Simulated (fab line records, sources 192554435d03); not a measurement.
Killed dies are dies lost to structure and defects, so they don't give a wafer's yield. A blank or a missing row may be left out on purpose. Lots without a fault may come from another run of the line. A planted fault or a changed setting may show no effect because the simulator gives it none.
fab line records | flow n5_finfet | part 2 of 2: steps 4 to 6 of 6
record lots=24 wafers=72 last_day=18
route steps=1938 shown HKMG_FIN@451 GATE_CUT@491 MOL_CONTACT_COAG@526
lots that met no fault: from a run of the same line without faults
start_h: hours from the record's first day to the start of the lot's first wafer shown | wait_h: hours since the lot's step before | " the same as in the row above | L1.1+2: a row that stands for several wafers | - no value, or no start given | * or withheld: withheld | < > ~ a bound
route shown NAME@n: a module of which the file shows steps, and the number in the route of the first | usual: mean/standard deviation of fault-free wafers | same: alike in all rows | chamber/n: place in a boat | sites: the reading at each site | _std_site: their standard deviation | _edge_site: outer sites' mean less inner sites' | radius_mm: how far each site lies from the wafer's centre | mask NAME#n: copy n | behind: the tool/chamber that last shaped the wafer | hold: why the lot was held/for how many hours/how that ended | device: the transistor (n, p or np) that didn't switch | end of line: the same wafers' tests at the end of the route | a step without rows: its recipe alone | killed: dies lost to structure and defects at the first sort, not the wafer's yield | map: a wafer's dies, x killed, . not, _ none there
set.NAME: the setting as run; set.NAME@STEP: as run at that earlier step | model.NAME: the simulator's own value behind a step, which no gauge read
steps of the route over a sample of lots; a table a step, a row a wafer
services: from which hour (start_h, from the record's first day; less than 0 if before it) a tool's chamber was out of use, for how many hours, and why
## steps
# step N5_GATE_CUT_STRIP_21
# recipe chemistry=N2/H2 time_s=30 power_w=1000 temp_c=250 pressure_mtorr=withheld n2_flow_sccm=1750 h2_flow_sccm=3250
# usual drypump_motor_current_A=5.78/0.11 heater_power_w=295/14
# same time_s=30
# columns lot.wafer tool chamber start_h wait_h drypump_motor_current_A heater_power_w rf_hours_counter_h
L074.2 plasma_asher-01 1 83.33 0.0 5.68 301 35
L074.3 " 0 " " 5.80 307 -
L074.4 " 1 " " 5.69 306 -
L075.1 plasma_asher-02 1 90.49 0.1 5.95 298 93
L075.3 " 1 " " 5.95 297 -
L075.5 " 0 " " 5.66 268 -
L076.1 plasma_asher-01 1 95.93 0.0 5.70 303 38
L076.2 " 0 " " 5.85 308 38
L076.5 " 1 " " 5.67 297 -
L077.1 plasma_asher-02 0 105.01 0.0 5.68 263 96
L077.2 " 1 " " 5.96 302 96
L077.3 " 0 " " 5.71 277 -
L078.3 plasma_asher-02 0 112.56 0.1 5.71 273 -
L078.5 " 1 " " 5.93 316 -
L078.6 " 0 " " 5.68 273 -
L079.1 plasma_asher-01 1 119.86 0.1 5.66 301 42
L079.4 " 0 " " 5.83 311 -
L079.6 " 0 " " 5.81 306 -
L080.2 plasma_asher-01 0 122.66 0.1 5.81 307 43
L080.4 " 1 " " 5.68 300 -
L080.5 " 0 " " 5.83 306 -
L081.1 plasma_asher-02 0 131.27 0.1 5.67 268 102
L081.2 " 1 " " 5.95 306 102
L081.3 " 1 " " 5.94 295 -
L082.1 plasma_asher-02 1 135.37 0.0 5.94 308 102
L082.3 " 0 " " 5.68 275 -
L082.6 " 1 " " 5.94 303 -
L083.2 plasma_asher-02 1 138.30 0.0 5.92 300 102
L083.5 " 0 " " 5.69 279 -
L083.6 " 1 " " 5.94 300 -
L084.3 plasma_asher-01 0 147.45 0.1 5.81 305 -
L084.5 " 1 " " 5.69 300 -
L084.6 " 0 " " 5.82 308 -
L085.1 plasma_asher-02 0 151.07 0.2 5.67 275 105
L085.2 " 1 " " 5.92 302 105
L085.5 " 0 " " 5.65 268 -
L086.1 plasma_asher-01 1 159.07 0.0 5.69 308 51
L086.3 " 1 " " 5.66 308 -
L086.4 " 0 " " 5.79 304 -
L087.2 plasma_asher-02 1 164.64 0.0 5.96 300 108
L087.3 " 1 " " 5.92 304 -
L087.4 " 0 " " 5.65 278 -
L088.2 plasma_asher-02 1 169.88 0.0 5.96 302 108
L088.5 " 0 " " 5.68 274 -
L088.6 " 1 " " 5.95 299 -
L089.2 plasma_asher-02 0 175.04 0.2 5.67 274 109
L089.3 " 0 " " 5.67 270 -
L089.6 " 0 " " 5.68 278 -
L090.1 plasma_asher-02 0 181.00 0.0 5.65 276 110
L090.2 " 1 " " 5.93 303 110
L090.3 " 0 " " 5.68 278 -
L091.2 plasma_asher-01 1 186.48 0.0 5.67 298 57
L091.4 " 1 " " 5.67 309 -
L091.5 " 1 " " 5.66 313 -
L092.1 plasma_asher-02 1 193.96 0.0 5.94 296 114
L092.4 " 0 " " 5.68 281 -
L092.6 " 1 " " 5.94 301 -
L093.1 plasma_asher-02 1 200.62 0.0 5.92 306 115
L093.3 " 1 " " 5.96 290 -
L093.5 " 0 " " 5.67 269 -
L094.1 plasma_asher-02 1 205.25 0.0 5.93 298 116
L094.2 " 0 " " 5.67 274 116
L094.5 " 0 " " 5.70 273 -
L095.2 plasma_asher-01 0 211.12 0.0 5.80 303 61
L095.3 " 0 " " 5.79 307 -
L095.5 " 1 " " 5.71 296 -
L096.2 plasma_asher-01 0 218.06 0.0 5.81 315 63
L096.4 " 1 " " 5.68 311 -
L096.6 " 0 " " 5.80 302 -
L097.2 plasma_asher-01 0 225.94 0.1 5.78 308 64
L097.3 " 1 " " 5.68 300 -
L097.6 " 0 " " 5.79 303 -
# step N5_GATE_CUT_THK_MEAS_24
# recipe reads=SiO2_of_GATE_CUT_HM_DEP_46+SiO2_flowable_of_ILD0_FCVD_FILL_01
# usual GC_FILL_THK=220.1/2.2
# columns lot.wafer tool chamber start_h wait_h GC_FILL_THK[nm]
L074.2 film_metro-01 - 85.27 - 218.4
L074.3 " - " " 218.8
L074.4 " - " " 219.9
L075.1 film_metro-01 - 92.46 - 216.9
L075.3 " - " " 220.4
L075.5 " - " " 219.6
L076.1 film_metro-01 - 102.36 - 220.3
L076.2 " - " " 221.8
L076.5 " - " " 219.7
L077.1 film_metro-01 - 106.95 - 219.2
L077.2 " - " " 217.3
L077.3 " - " " 216.5
L078.3 film_metro-02 - 114.47 - 216.8
L078.5 " - " " 218.3
L078.6 " - " " 222.4
L079.1 film_metro-02 - 121.93 - 216.5
L079.4 " - " " 220.3
L079.6 " - " " 220.8
L080.2 film_metro-02 - 124.98 - 221.5
L080.4 " - " " 222.2
L080.5 " - " " 222.9
L081.1 film_metro-01 - 133.25 - 218.8
L081.2 " - " " 221.3
L081.3 " - " " 219.1
L082.1 film_metro-01 - 137.35 - 219.2
L082.3 " - " " 220.8
L082.6 " - " " 224.9
L083.2 film_metro-02 - 140.37 - 220.2
L083.5 " - " " 224.7
L083.6 " - " " 222.3
L084.3 film_metro-01 - 149.56 - 216.8
L084.5 " - " " 220.6
L084.6 " - " " 218.8
L085.1 film_metro-01 - 153.01 - 221.2
L085.2 " - " " 221.4
L085.5 " - " " 221.8
L086.1 film_metro-02 - 161.82 - 216.5
L086.3 " - " " 216.6
L086.4 " - " " 219.9
L087.2 film_metro-01 - 166.79 - 216.5
L087.3 " - " " 219.9
L087.4 " - " " 220.1
L088.2 film_metro-02 - 171.82 - 215.8
L088.5 " - " " 216.5
L088.6 " - " " 221.9
L089.2 film_metro-01 - 176.98 - 219.9
L089.3 " - " " 221.2
L089.6 " - " " 221.6
L090.1 film_metro-01 - 182.94 - 215.6
L090.2 " - " " 219.8
L090.3 " - " " 218.1
L091.2 film_metro-02 - 188.41 - 214.8
L091.4 " - " " 217.5
L091.5 " - " " 219.4
L092.1 film_metro-01 - 195.93 - 219.1
L092.4 " - " " 220.6
L092.6 " - " " 225.2
L093.1 film_metro-02 - 202.56 - 223.9
L093.3 " - " " 218.9
L093.5 " - " " 223.2
L094.1 film_metro-02 - 207.66 - 220.7
L094.2 " - " " 221.0
L094.5 " - " " 223.0
L095.2 film_metro-02 - 213.06 - 220.7
L095.3 " - " " 218.9
L095.5 " - " " 224.4
L096.2 film_metro-02 - 220.22 - 217.1
L096.4 " - " " 218.8
L096.6 " - " " 219.2
L097.2 film_metro-02 - 227.88 - 220.5
L097.3 " - " " 217.8
L097.6 " - " " 221.0
# step N5_MOL_CONTACT_COAG_CD_MEAS_08
# recipe target_cd_nm=28 landing_energy_ev=500 detector=se_inlens polarity=opening
# usual cd_nm=27.94/0.22
# columns lot.wafer tool chamber start_h wait_h cd_nm
L074.2 cd_sem-02 0 86.31 - 27.64
L074.3 " 0 " " 28.33
L074.4 " 0 " " 27.78
L075.1 cd_sem-02 0 93.65 - 27.98
L075.3 " 0 " " 28.15
L075.5 " 0 " " 28.03
L076.1 cd_sem-03 0 103.40 - 27.93
L076.2 " 0 " " 27.82
L076.5 " 0 " " 27.74
L077.1 cd_sem-03 0 107.99 - 27.96
L077.2 " 0 " " 27.90
L077.3 " 0 " " 27.75
L078.3 cd_sem-03 0 115.51 - 28.21
L078.5 " 0 " " 27.61
L078.6 " 0 " " 28.09
L079.1 cd_sem-03 0 122.97 - 28.04
L079.4 " 0 " " 27.41
L079.6 " 0 " " 27.98
L080.2 cd_sem-03 0 126.02 - 27.62
L080.4 " 0 " " 28.31
L080.5 " 0 " " 27.76
L081.1 cd_sem-03 0 134.28 - 28.23
L081.2 " 0 " " 27.48
L081.3 " 0 " " 28.08
L082.1 cd_sem-03 0 138.51 - 27.91
L082.3 " 0 " " 27.62
L082.6 " 0 " " 27.98
L083.2 cd_sem-03 0 141.53 - 27.81
L083.5 " 0 " " 28.17
L083.6 " 0 " " 28.24
L084.3 cd_sem-02 0 150.72 - 28.05
L084.5 " 0 " " 28.32
L084.6 " 0 " " 28.08
L085.1 cd_sem-02 0 154.18 - 28.27
L085.2 " 0 " " 28.12
L085.5 " 0 " " 27.94
L086.1 cd_sem-01 0 162.99 - 28.16
L086.3 " 0 " " 27.85
L086.4 " 0 " " 27.87
L087.2 cd_sem-03 0 167.83 - 28.09
L087.3 " 0 " " 27.90
L087.4 " 0 " " 27.56
L088.2 cd_sem-01 0 173.07 - 27.86
L088.5 " 0 " " 27.71
L088.6 " 0 " " 27.97
L089.2 cd_sem-01 0 178.02 - 27.78
L089.3 " 0 " " 28.22
L089.6 " 0 " " 27.95
L090.1 cd_sem-01 0 184.10 - 27.62
L090.2 " 0 " " 28.00
L090.3 " 0 " " 28.27
L091.2 cd_sem-02 0 189.45 - 27.86
L091.4 " 0 " " 27.79
L091.5 " 0 " " 28.00
L092.1 cd_sem-03 0 197.10 - 27.93
L092.4 " 0 " " 28.08
L092.6 " 0 " " 27.86
L093.1 cd_sem-03 0 203.60 - 27.84
L093.3 " 0 " " 27.96
L093.5 " 0 " " 27.71
L094.1 cd_sem-01 0 208.83 - 28.26
L094.2 " 0 " " 27.94
L094.5 " 0 " " 27.94
L095.2 cd_sem-02 0 214.10 - 28.23
L095.3 " 0 " " 28.20
L095.5 " 0 " " 28.15
L096.2 cd_sem-02 0 221.38 - 27.97
L096.4 " 0 " " 28.15
L096.6 " 0 " " 27.96
L097.2 cd_sem-02 0 228.92 - 27.58
L097.3 " 0 " " 27.84
L097.6 " 0 " " 27.77
## services
# columns tool chamber start_h hours kind
rie_diel-03 0 54.03 - clean
rie_diel-03 0 54.03 - consumable_replace:focus_ring
rie_diel-03 0 54.03 24.2 scheduled_down
rie_diel-03 0 54.03 24.2 vent_cycle
rie_diel-01 3 76.84 10.0 repair
rie_diel-03 2 78.36 - clean
rie_diel-03 2 78.36 - consumable_replace:focus_ring
rie_diel-03 2 78.36 23.1 scheduled_down
rie_diel-03 2 78.36 23.1 vent_cycle
rie_diel-06 3 81.71 6.0 repair
rie_diel-05 1 91.99 2.6 repair
rie_diel-02 1 92.88 3.0 repair
rie_diel-03 - 97.60 2.8 pm
rie_diel-03 3 101.64 - clean
rie_diel-02 1 113.71 14.4 repair
rie_diel-04 1 120.81 9.9 repair
rie_diel-04 0 148.13 8.1 repair
plasma_asher-02 - 152.51 4.4 repair
rie_diel-02 1 163.00 10.2 repair
rie_diel-05 1 177.64 1.4 repair
rie_diel-01 0 181.02 4.1 repair
plasma_asher-01 - 181.70 2.5 repair
plasma_asher-01 - 190.16 5.4 repair
plasma_asher-02 - 224.38 9.2 repair
